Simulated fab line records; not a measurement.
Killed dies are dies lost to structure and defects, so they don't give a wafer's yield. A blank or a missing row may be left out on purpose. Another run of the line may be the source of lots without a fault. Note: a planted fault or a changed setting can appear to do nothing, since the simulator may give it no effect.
Which tool did it?    flow n5Finfet    36 wafers from 12 lots sampled at 2 of the route's 1938 steps

## WHAT THE GAUGES SHOWED, per wafer
N5_BEOL_M6_RS_MEAS_57: the measuring method here is four-point-probe.
lot   measured      on            M6_RS (ohm/sq)
L075  day 9 00:50   filmMetro-01  0.272 0.269 0.280
L076  day 9 12:52   filmMetro-01  0.281 0.288 0.280
L079  day 10 06:32  filmMetro-02  0.281 0.277 0.284
L081  day 10 14:27  filmMetro-01  0.290 0.294 0.294
L083  day 10 20:34  filmMetro-02  0.298 0.292 0.294
L085  day 11 18:07  filmMetro-01  0.283 0.284 0.270
L087  day 12 15:46  filmMetro-02  0.274 0.284 0.281
L089  day 12 21:16  filmMetro-01  0.278 0.279 0.286
L091  day 13 02:57  filmMetro-01  0.287 0.287 0.289
L093  day 13 19:37  filmMetro-01  0.277 0.278 0.287
L096  day 14 06:17  filmMetro-02  0.297 0.298 0.285
L097  day 14 16:00  filmMetro-02  0.291 0.298 0.283

## WHICH TOOL RAN EACH LOT (tool, then ch and the chambers of the sampled wafers, then the start)
lot   N5_BEOL_M6_ALD_77
L075  aldMetal-01 ch 0,1,2, day 8 23:11
L076  aldMetal-01 ch 0,2,3, day 9 09:55
L079  aldMetal-01 ch 1,2,3, day 10 04:50
L081  aldMetal-02 ch 0,2,3, day 10 11:05
L083  aldMetal-04 ch 0,3, day 10 18:54
L085  aldMetal-04 ch 0,1,2, day 11 16:04
L087  aldMetal-02 ch 0,1,2, day 12 13:52
L089  aldMetal-02 ch 2,3, day 12 17:46
L091  aldMetal-02 ch 1,2,3, day 13 01:34
L093  aldMetal-01 ch 2,3, day 13 17:46
L096  aldMetal-04 ch 0,1,2, day 14 04:28
L097  aldMetal-04 ch 0,3, day 14 13:06
- N5_BEOL_M6_ALD_77: deposits TaN, target thk 2 nm, pulse time 2 s, purge time 3 s.

## THE ANSWER, worked out from the rows above alone
Rule: the lots themselves supply what counts as usual. The widest of any qualifying gaps counts: lots, ordered by their means at a reading, are off when they make up no more than a third of the lots, leave a main group of 4 or more, and stand apart from it by 3 or more times the standard deviation of that group's means. A main group whose means are all the same, to the digits that the tables above print for the reading, isn't used. Also off: a lot with no number at a reading for which 4 or more lots have one. Where the step has rows for the other lots, those lots are counted as sound.
No lot is off at any reading shown: from this, nothing can be told.

## WHAT THE SIMULATOR HAD INSERTED
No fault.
